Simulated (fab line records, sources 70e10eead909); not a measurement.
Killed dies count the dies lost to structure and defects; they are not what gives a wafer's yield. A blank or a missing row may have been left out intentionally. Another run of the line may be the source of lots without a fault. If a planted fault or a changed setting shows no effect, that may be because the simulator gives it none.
fab line records | flow nandHarc
[record] lots = 5 wafers = 15 lastDay = 24
route steps=1159 shown THIN_TSV@1117 END@1159
lots with no fault: from the same line, run without faults
startH: hours from the record's first day to the start of the lot's first wafer shown | waitH: hours elapsed since this lot's preceding step | " same as the row above | L1.1+2: several wafers, shown together as one row | - no value present, or no start provided | * or withheld: withheld | < > ~ a bound
route shown NAME@n: names a module that has steps shown in the file, with the first one's number in the route | usual: mean/standard deviation of fault-free wafers | same: alike in all rows | chamber/n: place in a boat | sites: per-site readings | _std_site: their standard deviation | _edge_site: mean of outer sites minus mean of inner sites | radiusMm: for every site, how far away it sits from the centre of the wafer | mask NAME#n: copy n | behind: the tool/chamber that last shaped the wafer | hold: cause of the lot's hold/its duration in hours/its outcome | device: which transistor (n, p or np) failed to switch | end of line: the same wafers' tests at the end of the route | a step given without rows: its recipe and nothing more | killed: dies lost to structure and defects at the first sort, not the wafer's yield | map: shows each die of a wafer: x if killed, . if not, _ if none is there
set.NAME: setting as actually run; set.NAME@STEP: the setting as run at that earlier step | model.NAME: the simulator's own value behind a step, which no gauge read
lots seen at some steps along the route; tables by step, rows by wafer
services: a tool's chamber out of use, with start hour (startH, from the record's first day; less than 0 if before it), hours out, and reason
[[steps]]
[step NHARC_THIN_TSV_HARDBAKE_13]
[recipe] tempC = 125 timeS = 80
[step NHARC_THIN_TSV_DESCUM_14]
[recipe] timeS = 3 o2FlowSccm = 200 arFlowSccm = 0 biasPowerW = 0 chemistry = O2
[step NHARC_THIN_TSV_ETCH_44]
[recipe] targetDepthA = 15942 timeS = 797.1 cf4FlowSccm = 150 o2FlowSccm = 10 arFlowSccm = 0 rfW = 300 biasW = 800 chemistry = CF4/O2
[step NHARC_THIN_TSV_ETCH_15]
[recipe] targetDepthA = 30000 boschTargetOveretchCycles = 2 boschEtchStepS = 2.8 boschDepStepS = 1.2 boschCycles = 14
[step NHARC_THIN_TSV_STRIP_45]
[recipe] powerW = 1500 tempC = 250 chemistry = O2
[step NHARC_THIN_TSV_STRIP_46]
[recipe] timeS = 1200 tempC = 72.5 chemistry = postEtchResidueRemover
[step NHARC_THIN_TSV_DEP_47]
[recipe] targetThkA = 2000 tempC = withheld pressureTorr = 6.5 rfW = 900 teosFlowSccm = 161.4 flowSccm = 2650 targetThkNm = 200 gas = O2 material = SiO2
[step NHARC_THIN_TSV_ETCHBACK_48]
[recipe] targetDepthA = 10285 overEtchFrac = 0.3 timeS = 405.17 ionEnergyEv = 250 c4f8FlowSccm = withheld arFlowSccm = withheld rfW = 600 biasW = 300 chemistry = C4F8/Ar
[step NHARC_THIN_TSV_STRIP_62]
[recipe] powerW = 1500 tempC = 250 timeS = 20 chemistry = N2/H2
[step NHARC_THIN_TSV_DEGAS_49]
[recipe] tempC = 300 timeS = 120
[step NHARC_THIN_TSV_PRE_CLEAN_50]
[recipe] timeS = 30 tempC = 280 gas = H2/He
[step NHARC_THIN_TSV_PVD_19]
[recipe] targetThkA = 200 chamberPressurePa = 5 material = TaN
[usual] throttleValvePct = 29.9/1
// columns lot.wafer tool chamber startH waitH throttleValvePct
L854.1 pvdSputter-03 - 454.22 - 28.6
L854.2 " - " " 31.3
L854.6 " - " " 29.3
L850.2 pvdSputter-01 - 462.33 - 30.9
L850.4 " - " " 30.3
L850.5 " - " " 30.8
L869.3 pvdSputter-03 - 539.41 - 28.3
L869.6 " - " " 28.0
L869.5 " - " " 30.8
L870.3 pvdSputter-03 - 560.99 - 28.1
L870.2 " - " " 29.9
L870.6 " - " " 30.8
L871.4 pvdSputter-03 - 561.99 - 29.7
L871.3 " - " " 28.8
L871.5 " - " " 28.4
[step NHARC_THIN_TSV_PVD_51]
[recipe] targetThkA = 1000 chamberPressurePa = 5 material = Cu
[step NHARC_THIN_TSV_ECD_20]
[recipe] targetThkA = 20000 material = Cu
[step NHARC_THIN_TSV_ANNEAL_52]
[recipe] tempC = 225 timeS = 90
[step NHARC_THIN_TSV_CMP_21]
[recipe] tOverpolishS = 30 targetThkNm = 2000
[step NHARC_THIN_TSV_SRD_23]
[step NHARC_THIN_TSV_DEGAS_53]
[recipe] tempC = 300 timeS = 60
[step NHARC_THIN_TSV_PRE_CLEAN_54]
[recipe] timeS = 30 tempC = 280 gas = H2/He
[step NHARC_THIN_TSV_PVD_55]
[recipe] targetThkA = 500 material = TiN
[step NHARC_THIN_TSV_PVD_24]
[recipe] targetThkA = 8000 powerW = withheld chamberPressurePa = withheld substrateTempC = withheld timeS = withheld gas = Ar material = Al
[step NHARC_THIN_TSV_DEHYDRATE_25]
[recipe] tempC = 150 timeS = 120
[step NHARC_THIN_TSV_HMDS_26]
[recipe] timeS = 30
[step NHARC_THIN_TSV_COAT_27]
[recipe] spinRpm = *
[step NHARC_THIN_TSV_SOFTBAKE_28]
[recipe] tempC = 122 timeS = 95
[step NHARC_THIN_TSV_EBR_29]
[step NHARC_THIN_TSV_EXPOSE_30]
[recipe] na = 0.55 doseMj = 11.47 maskId = PAD
[step NHARC_THIN_TSV_PEB_31]
[recipe] pebTempC = 118 pebTimeS = 85
[step NHARC_THIN_TSV_DEVELOP_32]
[recipe] timeS = 70
[step NHARC_THIN_TSV_HARDBAKE_34]
[recipe] tempC = 125 timeS = 80
[step NHARC_THIN_TSV_DESCUM_35]
[recipe] timeS = 3 o2FlowSccm = 200 arFlowSccm = 0 biasPowerW = 0 chemistry = O2
[step NHARC_THIN_TSV_ETCH_59]
[recipe] targetDepthA = 8800 icpW = 900 biasW = 100 Cl2_flow_sccm = 60 bcl3FlowSccm = 30 timeS = 138.1 chemistry = Cl2/BCl3
[step NHARC_THIN_TSV_ETCH_36]
[recipe] targetDepthA = 650 overEtchFrac = 0.3 timeS = 18.571 ionEnergyEv = 150 chemistry = Cl2/BCl3
[step NHARC_THIN_TSV_STRIP_56]
[recipe] powerW = 1500 tempC = 250 chemistry = O2
[step NHARC_THIN_TSV_STRIP_57]
[recipe] timeS = 1200 tempC = 72.5 chemistry = postEtchResidueRemover
[step NHARC_THIN_TSV_ANNEAL_58]
[recipe] tempC = 400 timeS = 1800
[step NHARC_END_SORT_01]
[recipe] tempC = 25
[usual] defectLimitedYield = 95.1/1.6 killedAtArray = 29/11 killedAtOther = 0.6/1 killedAtPeriphery = 3.1/2.1 killedDies = 33/11 killedOpen = 3.1/1.9 killedShort = 1.9/1.5 sort_bin_2_pct = 1.5/0.66 sort_bin_3_pct = 0.29/0.23 sort_bin_4_pct = 3.1/0.98 sortNPass = 644/11 sortRimYieldPct = 96.9/2.3 sortYieldPct = 95.1/1.6
[same] grossDies = 677 sort_bin_5_pct[%] = 0 sort_bin_6_pct[%] = 0 sort_bin_7_pct[%] = 0 sort_bin_8_pct[%] = 0 sortRimNGross = 106.00
// columns lot.wafer tool chamber startH waitH defectLimitedYield[%] killedAtArray killedAtOther killedAtPeriphery killedDies killedOpen killedShort sort_bin_2_pct[%] sort_bin_3_pct[%] sort_bin_4_pct[%] sortNPass sortRimYieldPct[%] sortYieldPct[%]
L854.1 prober-02 0 471.44 2.5 97.3 14 0 4 18 3 0 1.0 0 1.6 659 95.3 97.3
L854.2 prober-02 0 472.23 2.8 96.8 16 0 6 22 4 3 1.2 0 2.1 655 99.1 96.8
L854.6 prober-02 0 475.40 4.0 96.3 17 0 8 25 2 0 1.0 0.15 2.5 652 96.2 96.3
L850.2 prober-02 0 480.01 2.8 97.3 15 3 0 18 5 0 0.9 0 1.8 659 98.1 97.3
L850.4 prober-02 0 481.58 3.4 96.5 19 1 4 24 1 4 1.3 0.30 1.9 653 98.1 96.5
L850.5 prober-02 0 482.37 3.7 95.6 29 0 1 30 2 2 1.3 0.30 2.8 647 98.1 95.6
L869.3 prober-02 0 558.40 3.1 84.8 25 77 1 103 3 2 7.2 3.10 4.9 574 94.3 84.8
L869.5 prober-02 0 560.02 3.7 83.9 23 85 1 109 3 3 6.1 3.55 6.5 568 88.7 83.9
L869.6 prober-02 0 560.83 4.1 82.7 29 86 2 117 1 2 8.0 2.51 6.8 560 99.1 82.7
L870.2 prober-01 0 573.73 2.8 89.1 40 31 3 74 3 1 3.4 1.92 5.6 603 81.1 89.1
L870.3 prober-01 0 574.53 3.1 81.4 39 82 5 126 6 5 7.4 3.55 7.7 551 89.6 81.4
L870.6 prober-01 0 576.94 4.0 79.8 39 92 6 137 7 1 7.4 4.28 8.6 540 86.8 79.8
L871.3 prober-02 0 574.55 3.1 82.1 35 85 1 121 4 4 8.1 2.81 6.9 556 88.7 82.1
L871.4 prober-02 0 575.35 3.4 88.9 47 26 2 75 4 4 3.4 2.07 5.6 602 87.7 88.9
L871.5 prober-02 0 576.15 3.7 83.2 32 80 2 114 4 2 7.1 3.40 6.4 563 94.3 83.2
// killed by level:class
L854.1 A_SLIT:chamberFilmFlake=7 A_CHANNEL_HOLE_D1:chamberFilmFlake=3 P_STI:chamberFilmFlake=2 A_CONTACT:chamberFilmFlake=2 P_M0:geometricParticle:open=1 A_ONON_D1:geometricParticle:open=1 A_CONTACT:geometricParticle:open=1 P_ZERO_WELL:chamberFilmFlake=1
L854.2 A_SLIT:chamberFilmFlake=5 P_STI:chamberFilmFlake=3 A_CHANNEL_HOLE_D1:chamberFilmFlake=3 A_STAIRCASE:chamberFilmFlake=2 P_STI:geometricParticle:open=1 P_GATE:geometricParticle:short=1 A_ONON_D1:geometricParticle:open=1 A_CHANNEL_HOLE_D1:geometricParticle:open=1
L854.6 A_SLIT:chamberFilmFlake=13 P_ZERO_WELL:chamberFilmFlake=3 P_STI:chamberFilmFlake=3 A_WL_FILL:geometricParticle:open=1 A_M1:geometricParticle:open=1 P_GATE:chamberFilmFlake=1 P_CONTACT:chamberFilmFlake=1 A_STAIRCASE:chamberFilmFlake=1
L850.2 A_SLIT:chamberFilmFlake=5 THIN_TSV:chamberFilmFlake=3 A_CONTACT:geometricParticle:open=2 A_CHANNEL_HOLE_D1:chamberFilmFlake=2 A_CONTACT:chamberFilmFlake=2 A_CHANNEL_FILL_D1:geometricParticle:open=1 A_WL_FILL:geometricParticle:open=1 A_M1:geometricParticle:open=1
L850.4 A_SLIT:chamberFilmFlake=9 A_CONTACT:chamberFilmFlake=4 A_WL_FILL:geometricParticle:short=2 A_CHANNEL_HOLE_D1:chamberFilmFlake=2 P_M0:geometricParticle:short=1 P_M1:geometricParticle:short=1 A_ONON_D1:geometricParticle:open=1 P_STI:chamberFilmFlake=1
L850.5 A_SLIT:chamberFilmFlake=15 A_CONTACT:chamberFilmFlake=4 A_WL_FILL:chamberFilmFlake=3 A_ZERO_WELL:chamberFilmFlake=2 A_CHANNEL_HOLE_D1:chamberFilmFlake=2 P_M0:geometricParticle:short=1 A_ONON_D1:geometricParticle:short=1 A_CHANNEL_HOLE_D1:geometricParticle:open=1
L869.3 THIN_TSV:unspecified=76 A_SLIT:chamberFilmFlake=6 A_STAIRCASE:chamberFilmFlake=5 A_CHANNEL_HOLE_D1:chamberFilmFlake=4 A_CONTACT:chamberFilmFlake=4 A_CHANNEL_HOLE_D1:geometricParticle:open=1 A_CHANNEL_FILL_D1:geometricParticle:open=1 A_WL_FILL:geometricParticle:short=1
L869.5 THIN_TSV:unspecified=85 A_CHANNEL_HOLE_D1:chamberFilmFlake=6 A_STAIRCASE:chamberFilmFlake=4 A_SLIT:chamberFilmFlake=3 A_CONTACT:chamberFilmFlake=3 A_M0:geometricParticle:short=2 A_WL_FILL:chamberFilmFlake=2 P_GATE:geometricParticle:open=1
L869.6 THIN_TSV:unspecified=86 A_CHANNEL_HOLE_D1:chamberFilmFlake=12 A_CONTACT:chamberFilmFlake=6 A_SLIT:chamberFilmFlake=5 A_STAIRCASE:chamberFilmFlake=4 P_M0:geometricParticle:open=1 P_M0:geometricParticle:short=1 A_CHANNEL_HOLE_D1:geometricParticle:short=1
L870.2 THIN_TSV:unspecified=31 A_CHANNEL_HOLE_D1:chamberFilmFlake=25 A_CONTACT:chamberFilmFlake=6 A_SGD_CUT:chamberFilmFlake=5 P_M0:geometricParticle:short=1 P_BONDPAD:geometricParticle:open=1 A_CONTACT:geometricParticle:open=1 A_M1:geometricParticle:open=1
L870.3 THIN_TSV:unspecified=81 A_CHANNEL_HOLE_D1:chamberFilmFlake=19 A_CONTACT:chamberFilmFlake=6 A_SGD_CUT:chamberFilmFlake=3 P_GATE:geometricParticle:short=2 A_CONTACT:geometricParticle:open=2 A_M0:geometricParticle:open=2 P_M1:chamberFilmFlake=2
L871.3 THIN_TSV:unspecified=85 A_SLIT:chamberFilmFlake=10 A_CHANNEL_HOLE_D1:chamberFilmFlake=9 A_STAIRCASE:chamberFilmFlake=5 A_CONTACT:chamberFilmFlake=3 A_WL_FILL:geometricParticle:short=2 P_M1:geometricParticle:short=1 A_ONON_D1:geometricParticle:open=1
L871.4 THIN_TSV:unspecified=26 A_SLIT:chamberFilmFlake=22 A_CHANNEL_HOLE_D1:chamberFilmFlake=9 A_STAIRCASE:chamberFilmFlake=4 A_CONTACT:chamberFilmFlake=3 A_ONON_D1:geometricParticle:short=2 A_M0:geometricParticle:open=2 A_WL_FILL:chamberFilmFlake=2
L871.5 THIN_TSV:unspecified=80 A_CHANNEL_HOLE_D1:chamberFilmFlake=7 A_STAIRCASE:chamberFilmFlake=6 A_CONTACT:chamberFilmFlake=6 A_SLIT:chamberFilmFlake=5 A_WL_FILL:chamberFilmFlake=2 A_CHANNEL_HOLE_D1:geometricParticle:open=1 A_SGD_CUT:geometricParticle:short=1
L870.6 THIN_TSV:unspecified=92 A_CHANNEL_HOLE_D1:chamberFilmFlake=22 A_CONTACT:chamberFilmFlake=7 A_SGD_CUT:chamberFilmFlake=5 P_CONTACT:geometricParticle:open=2 P_M1:chamberFilmFlake=2 P_STI:geometricParticle:open=1 P_GATE:geometricParticle:open=1
// map L869.6 (x killed, . not)
____________.____________
_________......._________
_______........x.._______
______.............______
_____..............._____
____..x.x....x...x...____
____.xx.x..x.........____
___.x.xx.x..........x.___
___...................___
__...................x.__
__..........x..........__
_..........xx....x......_
_.............x........._
_......x................_
_......................._
_.........xx......x....._
.........x.xx............
.........xxx..x..........
........xxxxxxx..........
........xxxxxxxx.........
........xxxxxxx....x.....
_.......xxxxxx.x....x..._
_.....xxxxxxxxx........._
_......xxxxxxxxx........_
_......xxxxxxxx........._
_.....xxxxxxxxx........._
__......xx.xxxx........__
__.....x..xxxxx........__
___.....xx..xx........___
___.......x.x.........___
____..........x......____
____.................____
_____..............._____
______......x......______
_______..........._______
_________......._________
____________.____________
// map L870.6 (x killed, . not)
____________.____________
_________......._________
_______x.xx.x....._______
______xxxxx........______
_____xxxxxxxxx......_____
____xxxxxxx...xx.....____
____xxxxxxxxx........____
___xxxxxxxxxx.....x.x.___
___.xxxxxxxx..........___
__.xxxxxxxxx.x.........__
__.xxxxxxxxx...........__
_...xxxxxxx............._
_...xxxxxxx............._
_....xxxxx...........x.._
_....x.xx......x........_
_................x......_
.......x.......x.........
................x........
...........xx............
x.........x..............
.........xxx.xx..........
_.......xxxxx..........._
_........x..x..........._
_.......xx.x.x.........._
_.........x.xx.........._
_..........x.x.........._
__.....................__
__.x...................__
___...........x.......___
___...x....x.........x___
____.................____
____..x.............x____
_____..............._____
______..........x.x______
_______..........._______
_________......._________
____________.____________
[[services]]
// columns tool chamber startH hours kind
pvdSputter-03 - 458.00 10.0 pm
pvdSputter-01 - 497.49 2.8 repair
pvdSputter-03 - 513.65 0.6 repair
pvdSputter-01 - 514.00 10.0 pm
[[key]]
[firstSign] step = NHARC_END_SORT_01 reading = killedAtOther direction = up sigmas = 69 usual = 0.6 struck = 71.6
[effect] step = NHARC_END_SORT_01 reading = killedDies direction = up sigmas = 7.1 usual = 33 struck = 108
[moreKillsBornAt] NHARC_THIN_TSV_PVD_19@pvdSputter-03 = 642
metAt NHARC_THIN_TSV_PVD_19
struckWafers L869.3,L869.5,L869.6,L870.2,L870.3,L870.6,L871.3,L871.4,L871.5
onsetBetween 454.22 539.41
alsoFits time
[fault] kind = chamberParticleSource tool = pvdSputter-03 chamber = - onsetH = 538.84 steps = NHARC_THIN_TSV_PVD_19 ratePerVisitCm2 = 0.76863 endH = 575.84
